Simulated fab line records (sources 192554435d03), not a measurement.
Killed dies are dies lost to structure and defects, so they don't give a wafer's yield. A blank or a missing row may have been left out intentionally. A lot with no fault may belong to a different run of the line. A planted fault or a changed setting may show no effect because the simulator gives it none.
Lot-split experiment || flow n5 finfet || 21 wafers read from 7 lots, route of 1938 steps

THE SPLIT ITSELF
At N5_BEOL_M12_COAT_04 (resist thk 400 nm), the setting spin rpm was moved away from the recipe's 1625 rpm on 9 of the 21 wafers read, by -10.2% to +4.1%. All remaining wafers had this setting at the recipe value.

FROM THE SPLIT TO THE READING: what the file shows between them, 4 steps
- N5_BEOL_M12_EBR_06
- N5_BEOL_M12_SOFTBAKE_05: time 60 s
- N5_BEOL_M12_DESCUM_15: chemistry O2, time 7.9 s
- N5_BEOL_M12_ETCH_59: etches BARC in N2/H2, target depth 89 nm, overetch 26.7 nm, time 67.9 s

THE READING
coat_of_BEOL_M12_COAT_04.thk nm (the simulator's own value, which no gauge read), in nm, at N5_BEOL_M12_VIA_ETCH_16 (etches SiOC in C4F8/O2/Ar, target depth 724.8 nm). No usual value for it is given in the file. Here, 12 wafers ran the recipe; their average is 121.9 nm with a standard deviation of 2.7 nm.

{"wafer": "L075.1", "tool, chamber at the split": "litho track-02, 0", "spin rpm as run, rpm": 1692, "against the recipe": "+4.1%", "coat_of_BEOL_M12_COAT_04.thk nm, nm": 108.8, "against lot-mates on the recipe": -9.6}
{"wafer": "L075.3", "tool, chamber at the split": "litho track-02, 0", "spin rpm as run, rpm": 1625, "against the recipe": "recipe", "coat_of_BEOL_M12_COAT_04.thk nm, nm": 118.4, "against lot-mates on the recipe": "-"}
{"wafer": "L075.6", "tool, chamber at the split": "litho track-02, 0", "spin rpm as run, rpm": 1692, "against the recipe": "+4.1%", "coat_of_BEOL_M12_COAT_04.thk nm, nm": 112.2, "against lot-mates on the recipe": -6.2}
{"wafer": "L076.4", "tool, chamber at the split": "litho track-01, 0", "spin rpm as run, rpm": 1625, "against the recipe": "recipe", "coat_of_BEOL_M12_COAT_04.thk nm, nm": 123.8, "against lot-mates on the recipe": "-"}
{"wafer": "L076.5", "tool, chamber at the split": "litho track-01, 0", "spin rpm as run, rpm": 1625, "against the recipe": "recipe", "coat_of_BEOL_M12_COAT_04.thk nm, nm": 120.8, "against lot-mates on the recipe": "-"}
{"wafer": "L076.6", "tool, chamber at the split": "litho track-01, 0", "spin rpm as run, rpm": 1462, "against the recipe": "-10.0%", "coat_of_BEOL_M12_COAT_04.thk nm, nm": 138.4, "against lot-mates on the recipe": "+16.1"}
{"wafer": "L078.2", "tool, chamber at the split": "litho track-03, 0", "spin rpm as run, rpm": 1514, "against the recipe": "-6.8%", "coat_of_BEOL_M12_COAT_04.thk nm, nm": 136, "against lot-mates on the recipe": "+14.2"}
{"wafer": "L078.3", "tool, chamber at the split": "litho track-03, 0", "spin rpm as run, rpm": 1625, "against the recipe": "recipe", "coat_of_BEOL_M12_COAT_04.thk nm, nm": 121.8, "against lot-mates on the recipe": "-"}
{"wafer": "L078.5", "tool, chamber at the split": "litho track-03, 0", "spin rpm as run, rpm": 1514, "against the recipe": "-6.8%", "coat_of_BEOL_M12_COAT_04.thk nm, nm": 138, "against lot-mates on the recipe": "+16.2"}
{"wafer": "L082.1", "tool, chamber at the split": "litho track-03, 0", "spin rpm as run, rpm": 1625, "against the recipe": "recipe", "coat_of_BEOL_M12_COAT_04.thk nm, nm": 121.2, "against lot-mates on the recipe": "-"}
{"wafer": "L082.3", "tool, chamber at the split": "litho track-03, 0", "spin rpm as run, rpm": 1625, "against the recipe": "recipe", "coat_of_BEOL_M12_COAT_04.thk nm, nm": 121.6, "against lot-mates on the recipe": "-"}
{"wafer": "L082.4", "tool, chamber at the split": "litho track-03, 0", "spin rpm as run, rpm": 1625, "against the recipe": "recipe", "coat_of_BEOL_M12_COAT_04.thk nm, nm": 118.4, "against lot-mates on the recipe": "-"}
{"wafer": "L083.2", "tool, chamber at the split": "litho track-02, 0", "spin rpm as run, rpm": 1566, "against the recipe": "-3.6%", "coat_of_BEOL_M12_COAT_04.thk nm, nm": 131.8, "against lot-mates on the recipe": "+6.2"}
{"wafer": "L083.4", "tool, chamber at the split": "litho track-02, 0", "spin rpm as run, rpm": 1566, "against the recipe": "-3.6%", "coat_of_BEOL_M12_COAT_04.thk nm, nm": 127.8, "against lot-mates on the recipe": "+2.2"}
{"wafer": "L083.6", "tool, chamber at the split": "litho track-02, 0", "spin rpm as run, rpm": 1625, "against the recipe": "recipe", "coat_of_BEOL_M12_COAT_04.thk nm, nm": 125.6, "against lot-mates on the recipe": "-"}
{"wafer": "L087.3", "tool, chamber at the split": "litho track-02, 0", "spin rpm as run, rpm": 1478, "against the recipe": "-9.0%", "coat_of_BEOL_M12_COAT_04.thk nm, nm": 141.8, "against lot-mates on the recipe": "+18.7"}
{"wafer": "L087.5", "tool, chamber at the split": "litho track-02, 0", "spin rpm as run, rpm": 1625, "against the recipe": "recipe", "coat_of_BEOL_M12_COAT_04.thk nm, nm": 126.2, "against lot-mates on the recipe": "-"}
{"wafer": "L087.6", "tool, chamber at the split": "litho track-02, 0", "spin rpm as run, rpm": 1625, "against the recipe": "recipe", "coat_of_BEOL_M12_COAT_04.thk nm, nm": 120, "against lot-mates on the recipe": "-"}
{"wafer": "L089.2", "tool, chamber at the split": "litho track-02, 0", "spin rpm as run, rpm": 1460, "against the recipe": "-10.2%", "coat_of_BEOL_M12_COAT_04.thk nm, nm": 141.6, "against lot-mates on the recipe": "+19.0"}
{"wafer": "L089.3", "tool, chamber at the split": "litho track-02, 0", "spin rpm as run, rpm": 1625, "against the recipe": "recipe", "coat_of_BEOL_M12_COAT_04.thk nm, nm": 125.6, "against lot-mates on the recipe": "-"}
{"wafer": "L089.6", "tool, chamber at the split": "litho track-02, 0", "spin rpm as run, rpm": 1625, "against the recipe": "recipe", "coat_of_BEOL_M12_COAT_04.thk nm, nm": 119.6, "against lot-mates on the recipe": "-"}

THE FIT
A straight line over all 21 wafers: coat_of_BEOL_M12_COAT_04.thk nm changes by -2.09 nm for each +1% of spin rpm; r = -0.96; the points scatter about the line by 2.7 nm.
The same after taking each lot's own level away (the mean of its wafers on the recipe; 21 wafers): -1.89 nm for each +1%; r = -0.96; scatter 2.3 nm.
On that fit, the largest move of spin rpm shifts the reading by 19 nm.
The span of the lots' own levels, 118.40 to 125.60 nm, comes to 2.7 times the standard deviation stated above.
Thus the slope moves with the lot-to-lot level: the two fits are different.
Check: with one of the wafers moved furthest among these (-10.2%) left out of the fit, the line predicts +19.1 nm for it against its lot-mates. Against them it came out at +19 nm.

OTHER SPLITS APPLIED TO THESE WAFERS
Other splits were also applied to these wafers ahead of the reading. Each is held against what the fit with the lots' levels taken away leaves over:
{"other split on the same wafers": "N5_BEOL_M11_EXPOSE_08 dose mj", "wafers away from the commonest value": 7, "r with coat_of_BEOL_M12_COAT_04.thk nm (lot level and that fit taken away)": -0.27}
{"other split on the same wafers": "N5_BEOL_M12_COAT_58 spin rpm", "wafers away from the commonest value": 3, "r with coat_of_BEOL_M12_COAT_04.thk nm (lot level and that fit taken away)": -0.09}

THE WHOLE CHAIN: every reading that the file lists as answering this split, in the file's order
{"step": "N5_BEOL_M12_COAT_04", "what it does": "resist thk 400 nm", "reading": "coat_of_BEOL_M12_COAT_04.thk nm (the simulator's own value, which no gauge read)", "change (the file's fit)": "-2.19 nm for each +1% of the setting", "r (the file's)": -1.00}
{"step": "N5_BEOL_M12_ETCH_59", "what it does": "etches BARC in N2/H2, target depth 89 nm, overetch 26.7 nm, time 67.9 s", "reading": "coat_of_BEOL_M12_COAT_04.thk nm (the simulator's own value, which no gauge read)", "change (the file's fit)": "-2.05 nm for each +1% of the setting", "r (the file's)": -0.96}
{"step": "N5_BEOL_M12_VIA_ETCH_16", "what it does": "etches SiOC in C4F8/O2/Ar, target depth 724.8 nm", "reading": "coat_of_BEOL_M12_COAT_04.thk nm (the simulator's own value, which no gauge read)", "change (the file's fit)": "-1.86 nm for each +1% of the setting", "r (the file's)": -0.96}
{"step": "N5_BEOL_M12_STRIP_63", "what it does": "strips in N2/H2", "reading": "strip time to endpoint s", "change (the file's fit)": "withheld for each +1% of the setting", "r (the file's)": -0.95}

THE FILE'S OWN FIT
coat_of_BEOL_M12_COAT_04.thk nm changes by -1.86 nm for each +1% of spin rpm, r = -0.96.
